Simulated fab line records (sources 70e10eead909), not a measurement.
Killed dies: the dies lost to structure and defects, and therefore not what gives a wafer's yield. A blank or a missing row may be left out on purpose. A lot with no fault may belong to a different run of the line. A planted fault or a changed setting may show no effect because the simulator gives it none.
fab line records | flow nand_harc
record: lots: 14 | wafers: 42 | last_day: 32
route steps=1302 shown A_CHANNEL_FILL_D1@517 A_ONON_D2@551
lots that met no fault: from a run of the same line without faults
start_h: hours from the record's first day to the start of the lot's first wafer shown | wait_h: how many hours have passed since the lot's step before this one | " identical to the entry in the row above | L1.1+2: several wafers, shown together as one row | - value missing, or start not given | * or withheld: withheld | < > ~ a bound
route shown NAME@n: NAME is a module with steps in the file, n the number in the route of the first one | usual: the fault-free wafers' mean and standard deviation | same: alike in all rows | chamber/n: place in a boat | sites: readings site by site | _std_site: how widely they spread, as a standard deviation | _edge_site: inner sites' mean taken away from outer sites' mean | radius_mm: how far each site lies from the wafer's centre | mask NAME#n: copy n | behind: tool/chamber where the wafer was last shaped | hold: why the lot went on hold/how many hours it stayed there/how the hold came to an end | device: the n, p or np transistor that did not switch | end of line: tests run on the same wafers once the route is complete | a step without rows: its recipe alone | killed: count of dies lost to structure and defects at first sort (not the wafer's yield) | map: dies across one wafer; x = killed, . = not, _ = none there
set.NAME: the run value of the setting; set.NAME@STEP: its run value at that earlier step | model.NAME: the simulator's own value behind a step, which no gauge read
one table for each step of the route and one row for each wafer, over a sample of lots
services: from which hour (start_h, from the record's first day; less than 0 if before it) a tool's chamber was out of use, for how many hours, and why
== steps ==
step: NHARC_A_CHANNEL_FILL_D1_INSPECT_13
usual: raw_defect_count: 325/150
lot.wafer | tool              | chamber | start_h | wait_h | raw_defect_count
L781.1    | defect_inspect-02 | -       | 238.84  | 0.0    | 336
L781.3    | "                 | -       | "       | "      | 508
L781.5    | "                 | -       | "       | "      | 259
L782.3    | defect_inspect-02 | -       | 245.66  | 0.0    | 452
L782.4    | "                 | -       | "       | "      | 207
L782.5    | "                 | -       | "       | "      | 285
L783.2    | defect_inspect-02 | -       | 268.30  | 0.0    | 174
L783.3    | "                 | -       | "       | "      | 267
L783.6    | "                 | -       | "       | "      | 160
L785.2    | defect_inspect-01 | -       | 276.64  | 0.0    | 488
L785.4    | "                 | -       | "       | "      | 683
L785.6    | "                 | -       | "       | "      | 475
L787.4    | defect_inspect-01 | -       | 304.41  | 0.1    | 471
L787.5    | "                 | -       | "       | "      | 530
L787.6    | "                 | -       | "       | "      | 335
L791.1    | defect_inspect-01 | -       | 341.14  | 0.0    | 528
L791.3    | "                 | -       | "       | "      | 412
L791.5    | "                 | -       | "       | "      | 745
L793.1    | defect_inspect-01 | -       | 356.17  | 0.0    | 430
L793.3    | "                 | -       | "       | "      | 331
L793.6    | "                 | -       | "       | "      | 339
L794.3    | defect_inspect-02 | -       | 384.90  | 0.0    | 579
L794.4    | "                 | -       | "       | "      | 296
L794.6    | "                 | -       | "       | "      | 359
L796.1    | defect_inspect-02 | -       | 390.53  | 0.0    | 254
L796.3    | "                 | -       | "       | "      | 269
L796.4    | "                 | -       | "       | "      | 188
L798.1    | defect_inspect-01 | -       | 418.64  | 0.0    | 190
L798.3    | "                 | -       | "       | "      | 190
L798.4    | "                 | -       | "       | "      | 193
L799.2    | defect_inspect-01 | -       | 422.73  | 0.0    | 273
L799.3    | "                 | -       | "       | "      | 183
L799.6    | "                 | -       | "       | "      | 210
L800.2    | defect_inspect-02 | -       | 422.76  | 0.0    | 317
L800.5    | "                 | -       | "       | "      | 517
L800.6    | "                 | -       | "       | "      | 1059
L801.3    | defect_inspect-02 | -       | 439.46  | 0.0    | 310
L801.4    | "                 | -       | "       | "      | 169
L801.6    | "                 | -       | "       | "      | 177
L802.2    | defect_inspect-01 | -       | 446.51  | 0.0    | 256
L802.4    | "                 | -       | "       | "      | 308
L802.6    | "                 | -       | "       | "      | 291
step: NHARC_A_ONON_D2_DEP_09
recipe: target_thk_a: 10000 | n2_flow_sccm: 2750 | n2o_flow_sccm: 2000 | nh3_flow_sccm: 500 | sih4_flow_sccm: 210 | temp_c: 400
lot.wafer  | tool          | chamber | start_h | wait_h
L781.1+3+5 | pecvd_onon-02 | 0       | 275.96  | 0.1
L782.3+4+5 | pecvd_onon-01 | 0       | 291.90  | 0.2
L783.2+3+6 | pecvd_onon-02 | 0       | 302.07  | 0.1
L785.2+4+6 | pecvd_onon-02 | 0       | 318.95  | 0.1
L787.4+5+6 | pecvd_onon-02 | 0       | 340.08  | 0.2
L791.1+3+5 | pecvd_onon-02 | 0       | 383.08  | 0.1
L793.1+3+6 | pecvd_onon-03 | 0       | 393.73  | 0.1
L794.3+4+6 | pecvd_onon-01 | 0       | 422.16  | 0.2
L796.1+3+4 | pecvd_onon-01 | 0       | 428.99  | 0.1
L798.1+3+4 | pecvd_onon-03 | 0       | 454.67  | 0.1
L800.2+5+6 | pecvd_onon-02 | 0       | 454.86  | 0.1
L799.2+3+6 | pecvd_onon-02 | 0       | 455.22  | 0.2
L801.3+4+6 | pecvd_onon-03 | 0       | 477.49  | 0.2
L802.2+4+6 | pecvd_onon-03 | 0       | 480.52  | 0.1
step: NHARC_A_ONON_D2_THK_MEAS_11
recipe: thk_meas_gauge: ellipsometry
usual: thk_nm: 1002/10
lot.wafer | tool          | chamber | start_h | wait_h | hold                     | thk_nm
L781.1    | film_metro-01 | -       | 276.47  | -      | -                        | 1003
L781.3    | "             | -       | "       | "      | -                        | 1002
L781.5    | "             | -       | "       | "      | -                        | 1000
L782.3    | film_metro-01 | -       | 292.30  | -      | -                        | 997
L782.4    | "             | -       | "       | "      | -                        | 996
L782.5    | "             | -       | "       | "      | -                        | 998
L783.2    | film_metro-02 | -       | 302.53  | -      | -                        | 1022
L783.3    | "             | -       | "       | "      | -                        | 1023
L783.6    | "             | -       | "       | "      | -                        | 1022
L785.2    | film_metro-02 | -       | 319.40  | -      | -                        | 995
L785.4    | "             | -       | "       | "      | -                        | 994
L785.6    | "             | -       | "       | "      | -                        | 995
L787.4    | film_metro-01 | -       | 340.42  | -      | await_dispo/0.2h/release | 1084
L787.5    | "             | -       | "       | "      | await_dispo/0.2h/release | 1012
L787.6    | "             | -       | "       | "      | await_dispo/0.2h/release | 1014
L787.4    | film_metro-01 | -       | 340.59  | 0.2    | -                        | 1086
L787.5    | "             | -       | "       | "      | -                        | 1015
L787.6    | "             | -       | "       | "      | -                        | 1012
L791.1    | film_metro-01 | -       | 383.59  | -      | await_dispo/0.2h/release | 1077
L791.3    | "             | -       | "       | "      | await_dispo/0.2h/release | 1004
L791.5    | "             | -       | "       | "      | await_dispo/0.2h/release | 1005
L791.1    | film_metro-01 | -       | 383.76  | 0.2    | -                        | 1075
L791.3    | "             | -       | "       | "      | -                        | 1003
L791.5    | "             | -       | "       | "      | -                        | 1003
L793.1    | film_metro-02 | -       | 394.24  | -      | -                        | 1002
L793.3    | "             | -       | "       | "      | -                        | 1003
L793.6    | "             | -       | "       | "      | -                        | 1003
L794.3    | film_metro-01 | -       | 422.56  | -      | -                        | 1007
L794.4    | "             | -       | "       | "      | -                        | 1009
L794.6    | "             | -       | "       | "      | -                        | 1010
L796.1    | film_metro-01 | -       | 429.51  | -      | -                        | 1013
L796.3    | "             | -       | "       | "      | -                        | 1014
L796.4    | "             | -       | "       | "      | -                        | 1014
L798.1    | film_metro-01 | -       | 455.18  | -      | -                        | 988
L798.3    | "             | -       | "       | "      | -                        | 988
L798.4    | "             | -       | "       | "      | -                        | 986
L800.2    | film_metro-01 | -       | 455.32  | -      | -                        | 990
L800.5    | "             | -       | "       | "      | -                        | 990
L800.6    | "             | -       | "       | "      | -                        | 991
L799.2    | film_metro-02 | -       | 455.67  | -      | -                        | 996
L799.3    | "             | -       | "       | "      | -                        | 996
L799.6    | "             | -       | "       | "      | -                        | 996
L801.3    | film_metro-02 | -       | 477.88  | -      | -                        | 1021
L801.4    | "             | -       | "       | "      | -                        | 1020
L801.6    | "             | -       | "       | "      | -                        | 1021
L802.2    | film_metro-02 | -       | 480.98  | -      | -                        | 1002
L802.4    | "             | -       | "       | "      | -                        | 1000
L802.6    | "             | -       | "       | "      | -                        | 1001
step: NHARC_A_ONON_D2_THK_MEAS_18
recipe: thk_meas_gauge: ellipsometry
usual: thk_nm: 997/9.3
lot.wafer | tool          | chamber | start_h | wait_h | thk_nm
L781.1    | film_metro-02 | -       | 284.81  | -      | 989
L781.3    | "             | -       | "       | "      | 992
L781.5    | "             | -       | "       | "      | 988
L782.3    | film_metro-01 | -       | 300.20  | -      | 1016
L782.4    | "             | -       | "       | "      | 1015
L782.5    | "             | -       | "       | "      | 1015
L783.2    | film_metro-02 | -       | 310.34  | -      | 993
L783.3    | "             | -       | "       | "      | 993
L783.6    | "             | -       | "       | "      | 994
L785.2    | film_metro-01 | -       | 327.29  | -      | 1015
L785.4    | "             | -       | "       | "      | 1013
L785.6    | "             | -       | "       | "      | 1016
L787.4    | film_metro-01 | -       | 356.27  | -      | 998
L787.5    | "             | -       | "       | "      | 998
L787.6    | "             | -       | "       | "      | 1000
L791.1    | film_metro-01 | -       | 394.86  | -      | 996
L791.3    | "             | -       | "       | "      | 995
L791.5    | "             | -       | "       | "      | 994
L793.1    | film_metro-02 | -       | 402.17  | -      | 993
L793.3    | "             | -       | "       | "      | 994
L793.6    | "             | -       | "       | "      | 993
L794.3    | film_metro-01 | -       | 431.13  | -      | 994
L794.4    | "             | -       | "       | "      | 994
L794.6    | "             | -       | "       | "      | 994
L796.1    | film_metro-01 | -       | 437.27  | -      | 988
L796.3    | "             | -       | "       | "      | 987
L796.4    | "             | -       | "       | "      | 990
L798.1    | film_metro-02 | -       | 463.27  | -      | 1002
L798.3    | "             | -       | "       | "      | 1001
L798.4    | "             | -       | "       | "      | 1002
L799.2    | film_metro-01 | -       | 463.27  | -      | 1007
L799.3    | "             | -       | "       | "      | 1009
L799.6    | "             | -       | "       | "      | 1009
L800.2    | film_metro-02 | -       | 463.51  | -      | 995
L800.5    | "             | -       | "       | "      | 997
L800.6    | "             | -       | "       | "      | 995
L802.2    | film_metro-01 | -       | 486.15  | -      | 998
L802.4    | "             | -       | "       | "      | 998
L802.6    | "             | -       | "       | "      | 998
L801.3    | film_metro-02 | -       | 486.15  | -      | 977
L801.4    | "             | -       | "       | "      | 974
L801.6    | "             | -       | "       | "      | 976
step: NHARC_A_ONON_D2_THK_MEAS_24
recipe: thk_meas_gauge: ellipsometry
usual: thk_nm: 999/11
lot.wafer | tool          | chamber | start_h | wait_h | thk_nm
L781.1    | film_metro-02 | -       | 285.95  | -      | 1009
L781.3    | "             | -       | "       | "      | 1009
L781.5    | "             | -       | "       | "      | 1009
L782.3    | film_metro-01 | -       | 301.33  | -      | 967
L782.4    | "             | -       | "       | "      | 967
L782.5    | "             | -       | "       | "      | 968
L783.2    | film_metro-02 | -       | 311.47  | -      | 995
L783.3    | "             | -       | "       | "      | 997
L783.6    | "             | -       | "       | "      | 996
L785.2    | film_metro-02 | -       | 328.41  | -      | 990
L785.4    | "             | -       | "       | "      | 992
L785.6    | "             | -       | "       | "      | 990
L787.4    | film_metro-01 | -       | 357.40  | -      | 1007
L787.5    | "             | -       | "       | "      | 1002
L787.6    | "             | -       | "       | "      | 1006
L791.1    | film_metro-01 | -       | 396.00  | -      | 1014
L791.3    | "             | -       | "       | "      | 1015
L791.5    | "             | -       | "       | "      | 1014
L793.1    | film_metro-02 | -       | 403.30  | -      | 1005
L793.3    | "             | -       | "       | "      | 1007
L793.6    | "             | -       | "       | "      | 1005
L794.3    | film_metro-02 | -       | 432.26  | -      | 1003
L794.4    | "             | -       | "       | "      | 1004
L794.6    | "             | -       | "       | "      | 1004
L796.1    | film_metro-02 | -       | 438.40  | -      | 1000
L796.3    | "             | -       | "       | "      | 996
L796.4    | "             | -       | "       | "      | 999
L798.1    | film_metro-01 | -       | 464.39  | -      | 985
L798.3    | "             | -       | "       | "      | 985
L798.4    | "             | -       | "       | "      | 985
L799.2    | film_metro-02 | -       | 464.40  | -      | 1004
L799.3    | "             | -       | "       | "      | 1004
L799.6    | "             | -       | "       | "      | 1004
L800.2    | film_metro-01 | -       | 464.64  | -      | 988
L800.5    | "             | -       | "       | "      | 987
L800.6    | "             | -       | "       | "      | 989
L802.2    | film_metro-02 | -       | 487.28  | -      | 1001
L802.4    | "             | -       | "       | "      | 1003
L802.6    | "             | -       | "       | "      | 1002
L801.3    | film_metro-01 | -       | 487.28  | -      | 1002
L801.4    | "             | -       | "       | "      | 1002
L801.6    | "             | -       | "       | "      | 1004
== services ==
tool          | chamber | start_h | hours | kind
pecvd_onon-01 | -       | 269.00  | 13.0  | pm
pecvd_onon-02 | -       | 366.00  | 13.0  | pm
pecvd_onon-03 | -       | 408.33  | 13.0  | pm
pecvd_onon-01 | -       | 450.00  | 13.0  | pm
== key ==
first_sign: step: NHARC_A_ONON_D2_THK_MEAS_11 | reading: visit | direction: added
effect: step: NHARC_A_ONON_D2_THK_MEAS_11 | reading: thk_nm | direction: up | sigmas: 7.7 | usual: 1002 | struck: 1080
met_at NHARC_A_ONON_D2_DEP_09
struck_lots L787,L791
struck_wafers L787.4,L791.1
sort_left_out L787.4,L791.1
tester_left_out L787,L791
not_acting_at NHARC_A_CHANNEL_FILL_D1_INSPECT_13,NHARC_A_ONON_D2_THK_MEAS_18,NHARC_A_ONON_D2_THK_MEAS_24
onset_between 318.95 340.08
fault: kind: process_parameter_drift | tool: pecvd_onon-02 | chamber: - | onset_h: 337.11 | steps: NHARC_A_ONON_D2_DEP_09 | channel: target_thk_a | offset: * | shape: step | end_h: 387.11 | scope: struck_wafers_only | acts_in: * | stated: *
tester_left_out: of these lots the tester's yield and bins aren't shown, on N5 and GAA mostly nor the transistor test; their killed dies are dies lost to structure and defects alone, not to doping, threshold or leakage, so they don't give the yield
sort_left_out: the simulated sort isn't trusted on such a fault, so these wafers' sort isn't shown, and their yield isn't known
